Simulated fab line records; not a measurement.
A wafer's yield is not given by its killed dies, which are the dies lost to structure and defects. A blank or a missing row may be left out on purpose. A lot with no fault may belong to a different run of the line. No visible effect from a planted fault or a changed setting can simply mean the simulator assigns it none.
fab line records | flow n5_finfet
[record] lots = 11 wafers = 29 last_day = 16
route steps=1938 shown ZERO_LAYER@4 WELL_APT@39 BEOL_M4@1111 PASSIVATION@1936
lots that met no fault: from a run of the same line without faults
start_h: hours from the record's opening day to when the first of the lot's shown wafers began | wait_h: time in hours since the lot's previous step | " repeats the value in the row above | L1.1+2: a row that stands for several wafers | - no value, or no start given | * or withheld: withheld | < > ~ a bound
route shown NAME@n: NAME is a module with steps in the file, n the number in the route of the first one | usual: mean/standard deviation taken from wafers without a fault | same: alike in all rows | chamber/n: place in a boat | sites: the reading at each site | _std_site: how widely they spread, as a standard deviation | _edge_site: the outer-site mean with the inner-site mean subtracted | radius_mm: how far each site lies from the wafer's centre | mask NAME#n: copy n | behind: the most recent tool/chamber to have shaped the wafer | hold: what put the lot on hold/how long, in hours/how the hold closed | device: whichever transistor did not switch (one of n, p or np) | end of line: tests run on the same wafers once the route is complete | a step given without rows: its recipe and nothing more | killed: dies that structure and defects cost at the first sort, which is not the same as the wafer's yield | map: the dies of a wafer, with x for killed, . for not killed, _ for no die there
set.NAME: the setting that was run; set.NAME@STEP: the one run at that earlier step | model.NAME: the simulator's own value behind a step, which no gauge read
route steps across a sampled set of lots; one table per step, one row per wafer
services: the hour from which a tool's chamber was out of use, counted from the record's first day as start_h (under 0 if before that day), plus the number of hours and why
[[steps]]
[step N5_ZERO_LAYER_PECVD_02]
[recipe] material = SiO2 target_thk_a = 100 temp_c = 400 precursor = SiH4/N2O pressure_torr = 0.75 rf_w = 275 time_s = 6
[usual] heater_power_w = 782/69 showerhead_plenum_p_Torr = 8.23/0.14
// columns lot.wafer tool chamber start_h wait_h heater_power_w showerhead_plenum_p_Torr
L620.1 pecvd-04 1 12.29 0.0 788 8.17
L620.4 " 2 " " 893 8.47
L621.4 pecvd-04 0 18.31 0.1 841 8.11
L621.6 " 1 " " 827 8.18
L624.1 pecvd-01 1 36.47 0.0 741 8.26
L624.2 " 2 " " 773 8.24
L624.6 " 0 " " 745 8.18
L625.2 pecvd-01 2 42.28 0.0 699 8.23
L625.3 " 0 " " 809 8.20
L625.6 " 0 " " 819 8.21
L626.2 pecvd-04 0 48.28 0.0 869 8.08
L626.3 " 2 " " 865 8.45
L626.6 " 1 " " 771 8.17
L627.2 pecvd-04 2 54.29 0.0 848 8.45
L627.5 " 1 " " 805 8.16
L627.6 " 2 " " 817 8.49
L634.5 pecvd-04 0 96.32 0.1 817 8.10
L634.6 " 1 " " 774 8.15
L635.3 pecvd-04 2 102.28 0.0 800 8.45
L635.4 " 0 " " 797 8.09
L635.6 " 2 " " 798 8.48
L636.2 pecvd-04 0 108.28 0.0 862 8.11
L636.4 " 1 " " 698 8.17
L636.5 " 0 " " 870 8.10
L638.1 pecvd-01 2 120.28 0.0 773 8.25
L638.4 " 1 " " 741 8.27
L638.6 " 0 " " 841 8.19
L639.3 pecvd-04 0 126.28 0.0 842 8.10
L639.4 " 0 " " 829 8.10
[step N5_ZERO_LAYER_ETCH_18]
[recipe] chemistry = HBr/Cl2 target = Si target_depth_a = 1200 time_s = 40 pressure_mtorr = 10 icp_w = 800 bias_w = 75 HBr_flow_sccm = 150 Cl2_flow_sccm = 80
[usual] drypump_motor_current_A = 5.9/0.46 oes_product_au = 1.007/0.01 throttle_valve_pct = 36.3/0.46
// columns lot.wafer tool chamber start_h wait_h drypump_motor_current_A oes_product_au rf_hours_counter_h throttle_valve_pct
L620.1 rie_si-03 0 12.95 0.0 6.1 0.980 102 36.4
L620.4 " 2 " " 6.5 0.998 19 36.9
L621.4 rie_si-03 1 18.91 0.0 5.8 1.015 94 36.1
L621.6 " 1 " " 5.7 1.006 - 36.1
L624.1 rie_si-04 3 36.97 0.0 5.3 1.004 95 36.8
L624.2 " 1 " " 6.4 1.004 47 36.9
L624.6 " 0 " " 5.7 1.016 - 35.9
L625.2 rie_si-05 0 42.79 0.0 5.7 1.003 205 35.5
L625.3 " 1 " " 5.2 1.011 120 35.8
L625.6 " 3 " " 6.4 1.012 - 36.9
L626.2 rie_si-04 3 48.79 0.0 5.3 1.010 96 36.8
L626.3 " 0 " " 5.7 1.016 66 35.9
L626.6 " 0 " " 5.7 1.015 - 35.9
L627.2 rie_si-05 1 54.79 0.0 5.2 1.014 120 35.8
L627.5 " 1 " " 5.2 1.008 - 35.8
L627.6 " 0 " " 5.7 0.998 - 35.5
L634.5 rie_si-03 1 97.31 0.1 5.7 1.016 - 36.1
L634.6 " 2 " " 6.5 1.008 - 36.9
L635.3 rie_si-05 3 102.79 0.0 6.4 1.007 24 36.9
L635.4 " 2 " " 5.3 1.007 196 36.3
L635.6 " 1 " " 5.2 1.029 - 35.8
L636.2 rie_si-03 3 108.79 0.0 6.2 1.014 181 35.8
L636.4 " 1 " " 5.8 1.008 95 36.1
L636.5 " 2 " " 6.5 1.009 - 36.8
L638.1 rie_si-05 2 120.88 0.0 5.3 1.007 196 36.3
L638.4 " 0 " " 5.7 1.001 1 36.0
L638.6 " 0 " " 5.7 0.998 - 36.1
L639.3 rie_si-05 2 126.91 0.0 5.3 1.011 196 36.3
L639.4 " 3 " " 6.4 1.005 25 36.9
[step N5_WELL_APT_EXPOSE_22]
[recipe] mask_id = PWELL na = 0.8 source_shape = conventional sigma_outer = 0.8 polarization = unpolarized defocus_nm = 0 target_cd_nm = 200 dose_mj = 23.2
[usual] exposure_dose_mJ_cm2 = 23.34/0.09
// columns lot.wafer tool chamber start_h wait_h mask exposure_dose_mJ_cm2
L620.1 krf_scanner-01 0 14.80 - PWELL#0 23.41
L620.4 " 0 " " PWELL#0 23.40
L621.4 krf_scanner-01 0 20.65 - PWELL#0 23.38
L621.6 " 0 " " PWELL#0 23.39
L624.1 krf_scanner-02 0 39.09 - PWELL#0 23.19
L624.2 " 0 " " PWELL#0 23.18
L624.6 " 0 " " PWELL#0 23.22
L625.2 krf_scanner-01 0 44.63 - PWELL#0 23.36
L625.3 " 0 " " PWELL#0 23.38
L625.6 " 0 " " PWELL#0 23.41
L626.2 krf_scanner-01 0 50.56 - PWELL#0 23.38
L626.3 " 0 " " PWELL#0 23.36
L626.6 " 0 " " PWELL#0 23.38
L627.2 krf_scanner-02 0 57.18 - PWELL#0 23.18
L627.5 " 0 " " PWELL#0 23.17
L627.6 " 0 " " PWELL#0 23.19
L634.5 krf_scanner-02 0 99.15 - PWELL#0 23.19
L634.6 " 0 " " PWELL#0 23.23
L635.3 krf_scanner-01 0 105.17 - PWELL#0 21.31
L635.4 " 0 " " PWELL#0 21.31
L635.6 " 0 " " PWELL#0 21.32
L636.2 krf_scanner-01 0 111.41 - PWELL#0 21.74
L636.4 " 0 " " PWELL#0 21.72
L636.5 " 0 " " PWELL#0 21.73
L638.1 krf_scanner-02 0 123.24 - PWELL#0 23.19
L638.4 " 0 " " PWELL#0 23.18
L638.6 " 0 " " PWELL#0 23.18
L639.3 krf_scanner-02 0 129.14 - PWELL#0 23.16
L639.4 " 0 " " PWELL#0 23.17
[step N5_WELL_APT_CD_MEAS_25]
[recipe] target_cd_nm = 200 landing_energy_ev = 500 detector = se_inlens
[usual] cd_nm = 200.0/2.5
// columns lot.wafer tool chamber start_h wait_h cd_nm
L620.1 cd_sem-03 0 14.97 - 197.9
L620.4 " 0 " " 197.8
L621.4 cd_sem-01 0 20.81 - 196.1
L621.6 " 0 " " 193.7
L624.1 cd_sem-02 0 39.26 - 202.2
L624.2 " 0 " " 199.3
L624.6 " 0 " " 202.8
L625.2 cd_sem-01 0 44.80 - 202.0
L625.3 " 0 " " 196.1
L625.6 " 0 " " 197.2
L626.2 cd_sem-02 0 50.73 - 202.2
L626.3 " 0 " " 198.0
L626.6 " 0 " " 195.2
L627.2 cd_sem-01 0 57.35 - 202.8
L627.5 " 0 " " 200.6
L627.6 " 0 " " 200.6
L634.5 cd_sem-03 0 99.31 - 200.4
L634.6 " 0 " " 196.8
L635.3 cd_sem-03 0 105.33 - 181.7
L635.4 " 0 " " 183.6
L635.6 " 0 " " 186.6
L636.2 cd_sem-01 0 111.57 - 190.3
L636.4 " 0 " " 184.2
L636.5 " 0 " " 190.4
L638.1 cd_sem-03 0 123.41 - 201.3
L638.4 " 0 " " 200.7
L638.6 " 0 " " 201.9
L639.3 cd_sem-03 0 129.30 - 203.7
L639.4 " 0 " " 202.2
[step N5_WELL_APT_INSPECT_27]
[recipe] mode = adi inspect_instrument = macro
[usual] raw_defect_count = 2.2/1.5
// columns lot.wafer tool chamber start_h wait_h raw_defect_count
L620.1 defect_inspect-02 - 15.03 0.0 3
L620.4 " - " " 2
L621.4 defect_inspect-01 - 20.86 0.0 4
L621.6 " - " " 1
L624.1 defect_inspect-01 - 39.32 0.0 3
L624.2 " - " " 1
L624.6 " - " " 2
L625.2 defect_inspect-02 - 44.85 0.0 4
L625.3 " - " " 1
L625.6 " - " " 3
L626.2 defect_inspect-01 - 50.78 0.0 2
L626.3 " - " " 2
L626.6 " - " " 2
L627.2 defect_inspect-01 - 57.40 0.0 3
L627.5 " - " " 1
L627.6 " - " " 1
L634.5 defect_inspect-02 - 99.36 0.0 0
L634.6 " - " " 4
L635.3 defect_inspect-01 - 105.39 0.0 2
L635.4 " - " " 1
L635.6 " - " " 3
L636.2 defect_inspect-01 - 111.63 0.0 0
L636.4 " - " " 1
L636.5 " - " " 1
L638.1 defect_inspect-02 - 123.47 0.0 0
L638.4 " - " " 3
L638.6 " - " " 2
L639.3 defect_inspect-01 - 129.36 0.0 4
L639.4 " - " " 1
[step N5_BEOL_M4_RC_MEAS_101]
[usual] DIBL_N = 36.0/2 DIBL_P = 35.9/2.5 IOFF_N = 0.16/0.038 IOFF_P = 0.21/0.04 ION_N = 675/14 ION_P = 462/9.4 SS_N = 71.5/0.75 SS_P = 73.2/0.74 VT_N = 250/3.9 VT_P = -251/3.2
// columns lot.wafer tool chamber start_h wait_h DIBL_N[mV/V] DIBL_P[mV/V] IOFF_N[nA/um] IOFF_P[nA/um] ION_N[uA/um] ION_P[uA/um] SS_N[mV/dec] SS_P[mV/dec] VT_N[mV] VT_P[mV]
L621.4 prober-01 0 164.16 0.5 35.2 35.1 0.17 0.22 691 472 70.9 73.1 244 -245
L621.6 " 0 " " 36.8 35.2 0.21 0.22 694 466 71.7 73.5 242 -246
L620.1 prober-01 0 166.62 0.0 37.7 35.8 0.20 0.20 667 455 72.2 72.8 249 -252
L620.4 " 0 " " 36.3 33.6 0.16 0.16 675 452 71.1 72.4 250 -255
L625.2 prober-02 0 192.72 0.2 36.9 37.7 0.20 0.25 705 478 71.5 73.2 244 -246
L625.3 " 0 " " 37.0 39.5 0.18 0.28 681 474 71.4 74.4 249 -249
L625.6 " 0 " " 37.0 38.4 0.18 0.26 692 479 71.2 73.7 247 -248
L624.1 prober-01 0 197.12 0.0 37.3 37.2 0.17 0.19 664 446 72.3 73.7 251 -255
L624.2 " 0 " " 32.4 31.9 0.11 0.14 654 445 70.8 72.6 256 -257
L624.6 " 0 " " 38.7 39.4 0.20 0.25 670 459 71.8 74.5 246 -251
L626.2 prober-02 0 200.00 0.2 32.5 32.2 0.11 0.16 679 473 69.6 71.7 256 -251
L626.3 " 0 " " 35.9 35.1 0.15 0.19 676 460 70.2 73.4 251 -251
L626.6 " 0 " " 35.7 35.0 0.15 0.18 675 464 70.1 72.7 251 -249
L627.2 prober-01 0 205.27 0.2 34.7 33.1 0.14 0.18 668 461 71.0 72.9 250 -253
L627.5 " 0 " " 35.0 34.7 0.15 0.20 675 464 71.1 73.1 249 -250
L627.6 " 0 " " 37.0 35.0 0.18 0.20 661 456 73.0 73.8 249 -250
L635.3 prober-01 0 268.25 0.3 38.6 39.3 0.22 0.24 685 466 72.4 73.3 248 -251
L635.4 " 0 " " 38.6 39.2 0.21 0.26 683 472 72.2 73.0 248 -248
L635.6 " 0 " " 35.6 36.2 0.17 0.20 696 474 71.3 72.3 248 -249
L634.5 prober-02 0 268.78 0.6 35.2 36.0 0.17 0.22 695 472 71.0 73.5 248 -248
L634.6 " 0 " " 32.2 30.1 0.10 0.13 655 448 70.8 71.6 257 -258
L636.2 prober-01 0 272.18 0.2 38.6 39.1 0.21 0.25 687 462 72.5 74.8 246 -249
L636.4 " 0 " " 34.9 34.7 0.13 0.18 658 448 72.0 73.1 254 -253
L636.5 " 0 " " 39.8 40.8 0.25 0.29 683 465 72.4 74.8 242 -246
L638.1 prober-02 0 272.75 0.0 33.8 34.0 0.11 0.18 664 460 70.7 72.6 254 -251
L638.4 " 0 " " 41.3 42.8 0.28 0.35 705 482 72.3 74.6 240 -243
L638.6 " 0 " " 34.4 34.7 0.13 0.19 673 464 70.6 72.5 252 -252
L639.3 prober-01 0 273.98 0.3 33.9 30.5 0.13 0.16 653 444 70.8 72.2 252 -256
L639.4 " 0 " " 39.8 39.0 0.27 0.30 696 469 72.6 73.9 241 -244
[step N5_PASSIVATION_PROBE_49]
[usual] defect_limited_yield = 91.3/1.5 killed_at_M0_to_M3 = 33/12 killed_at_M4_up = 15/5.2 killed_at_contacts = 12/5.1 killed_at_front_end = 39/11 killed_at_other = 5/3.6 killed_dies = 103/18 killed_open = 67/13 killed_short = 33/7.8 sort_bin_5_function = 5.1/0.96 sort_bin_6_memory = 3.2/0.71 sort_bin_8_speed = 0.01/0.063 sort_n_pass = 1077/18
[same] gross_dies = 1180 killed_at_back_side = 0 sort_bin_4_leakage[%] = 0
// columns lot.wafer tool chamber start_h wait_h defect_limited_yield[%] killed_at_M0_to_M3 killed_at_M4_up killed_at_contacts killed_at_front_end killed_at_other killed_dies killed_open killed_short sort_bin_5_function[%] sort_bin_6_memory[%] sort_bin_8_speed[%] sort_n_pass
L624.1 prober-01 - 292.12 0.0 92.3 16 12 13 46 4 91 68 20 4.3 3.0 0 1089
L624.2 prober-01 - 292.17 0.1 95.3 16 7 5 25 2 55 41 13 3.1 1.4 0 1125
L624.6 prober-01 - 292.37 0.3 92.9 10 21 12 37 4 84 57 23 4.9 2.0 0 1096
L635.3 prober-02 - 366.23 0.1 91.4 35 26 9 29 2 101 65 29 5.9 2.4 0 1079
L635.4 prober-02 - 366.28 0.2 92.6 54 8 7 13 5 87 55 31 4.6 2.5 0 1093
L635.6 prober-02 - 366.38 0.3 89.3 43 11 19 52 1 126 81 37 6.5 3.1 0 1054
L636.5 prober-02 - 378.31 0.2 93.3 16 16 7 35 5 79 54 22 4.1 2.4 0 1101
L639.3 prober-01 - 379.27 0.1 91.0 30 19 14 40 3 106 78 28 5.7 3.1 0.68 1066
L639.4 prober-01 - 379.32 0.2 92.6 23 12 8 37 7 87 66 21 4.7 2.5 0 1093
// killed by level:class
L624.1 MOL_CONTACT_COAG:geometric_particle:open=12 FIN_SAQP:geometric_particle:open=8 STI_FIN_REVEAL:geometric_particle:open=7 FIN_SAQP:geometric_particle:short=6 BEOL_M3:geometric_particle:open=6 GATE_CUT:geometric_particle:open=5 BEOL_M4:geometric_particle:open=5 STARTING-WAFER:geometric_particle:open=5
L624.2 BEOL_M3:geometric_particle:open=7 STI_FIN_REVEAL:geometric_particle:open=6 GATE_CUT:geometric_particle:open=6 FIN_SAQP:geometric_particle:open=3 MOL_CONTACT_COAG:geometric_particle:short=3 BEOL_M4:geometric_particle:open=3 GATE_CUT:geometric_particle:short=2 MOL_CONTACT_COAG:geometric_particle:open=2
L624.6 FIN_SAQP:geometric_particle:open=12 MOL_CONTACT_COAG:geometric_particle:open=10 BEOL_M4:geometric_particle:open=6 STI_FIN_REVEAL:geometric_particle:open=4 SPACER0:geometric_particle:short=4 BEOL_M7:geometric_particle:open=4 FIN_SAQP:geometric_particle:short=3 BEOL_M2:geometric_particle:open=3
L635.3 BEOL_M2:geometric_particle:open=10 BEOL_M3:geometric_particle:open=10 STI_FIN_REVEAL:geometric_particle:open=9 MOL_CONTACT_COAG:geometric_particle:open=8 GATE_CUT:geometric_particle:short=5 BEOL_M1:geometric_particle:open=5 BEOL_M4:geometric_particle:short=5 STI_FIN_REVEAL:geometric_particle:short=4
L635.4 BEOL_M3:geometric_particle:open=16 BEOL_M0_SAQP:geometric_particle:open=12 BEOL_M0_SAQP:geometric_particle:short=9 STI_FIN_REVEAL:geometric_particle:open=6 BEOL_M3:geometric_particle:short=5 MOL_CONTACT_COAG:geometric_particle:open=4 BEOL_M1:geometric_particle:short=4 MOL_CONTACT_COAG:geometric_particle:short=3
L635.6 STI_FIN_REVEAL:geometric_particle:open=22 BEOL_M3:geometric_particle:open=16 MOL_CONTACT_COAG:geometric_particle:open=15 BEOL_M3:geometric_particle:short=8 BEOL_M0_SAQP:geometric_particle:open=6 HKMG_FIN:area_etch=6 BEOL_M0_SAQP:geometric_particle:short=5 FIN_SAQP:geometric_particle:short=4
L636.5 GATE_CUT:geometric_particle:open=9 FIN_SAQP:geometric_particle:open=6 GATE_CUT:geometric_particle:short=6 STI_FIN_REVEAL:geometric_particle:open=5 MOL_CONTACT_COAG:geometric_particle:open=5 BEOL_M3:geometric_particle:open=5 BEOL_M4:geometric_particle:open=4 BEOL_M7:geometric_particle:open=4
L639.3 BEOL_M2:geometric_particle:open=12 FIN_SAQP:geometric_particle:open=11 STI_FIN_REVEAL:geometric_particle:open=9 MOL_CONTACT_COAG:geometric_particle:open=9 BEOL_M4:geometric_particle:open=7 BEOL_M0_SAQP:geometric_particle:short=6 DUMMY_GATE:geometric_particle:open=5 MOL_CONTACT_COAG:geometric_particle:short=5
L639.4 STI_FIN_REVEAL:geometric_particle:open=10 MOL_CONTACT_COAG:geometric_particle:open=8 GATE_CUT:geometric_particle:open=7 BEOL_M0_SAQP:geometric_particle:short=6 FIN_SAQP:geometric_particle:open=5 BEOL_M1:geometric_particle:open=5 BEOL_M2:geometric_particle:open=5 BEOL_M0_SAQP:geometric_particle:open=4
[[services]]
// columns tool chamber start_h hours kind
rie_si-04 1 -3.34 4.1 repair
krf_scanner-02 - -1.42 4.4 pm
pecvd-04 1 1.61 3.6 repair
pecvd-04 - 9.31 1.8 repair
krf_scanner-02 - 17.49 0.8 pm
pecvd-01 - 25.82 6.0 pm
krf_scanner-02 0 27.69 - calibration
rie_si-03 - 31.87 15.6 pm
rie_si-05 2 44.85 17.9 repair
krf_scanner-02 - 45.45 1.3 pm
krf_scanner-02 - 58.25 6.0 pm
pecvd-04 1 58.50 9.0 repair
rie_si-05 0 62.72 - clean
rie_si-05 0 62.72 - consumable_replace:focus_ring
rie_si-05 0 62.72 15.3 scheduled_down
rie_si-05 0 62.72 15.3 vent_cycle
krf_scanner-01 - 64.25 1.3 pm
krf_scanner-02 - 78.95 0.2 repair
rie_si-05 3 84.61 8.1 repair
krf_scanner-01 - 89.14 1.0 pm
krf_scanner-01 - 94.70 0.8 pm
rie_si-03 - 101.71 0.5 repair
pecvd-04 2 108.50 5.5 scheduled_down
krf_scanner-01 0 108.57 - calibration
[[key]]
[first_sign] step = N5_WELL_APT_EXPOSE_22 reading = exposure_dose_mJ_cm2 direction = down sigmas = 20 usual = 23.34 struck = 21.52
[effect] step = N5_WELL_APT_CD_MEAS_25 reading = cd_nm direction = down sigmas = 5.6 usual = 200.0 struck = 186.2 through = control_loop
met_at N5_WELL_APT_EXPOSE_22
struck_lots L635,L636
[loop_trim] step = N5_WELL_APT_EXPOSE_22 setting = dose lots = L636
[baseline_loss] step = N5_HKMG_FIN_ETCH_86 wafers = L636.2
not_acting_at N5_ZERO_LAYER_PECVD_02,N5_ZERO_LAYER_ETCH_18,N5_WELL_APT_INSPECT_27
onset_between 50.56 105.17
[fault] kind = process_parameter_drift tool = krf_scanner-01 chamber = - onset_h = 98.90 steps = N5_WELL_APT_EXPOSE_22 channel = dose_mj offset = -2.0829 shape = step acts_in = these_recipes_only stated = 23.2
// loop_trim: a control loop set the setting to another value than it would have without faults
// baseline_loss: these wafers lose ten dies or more at that step, a loss of the line's own and not of a fault; the sort's usual values leave them out
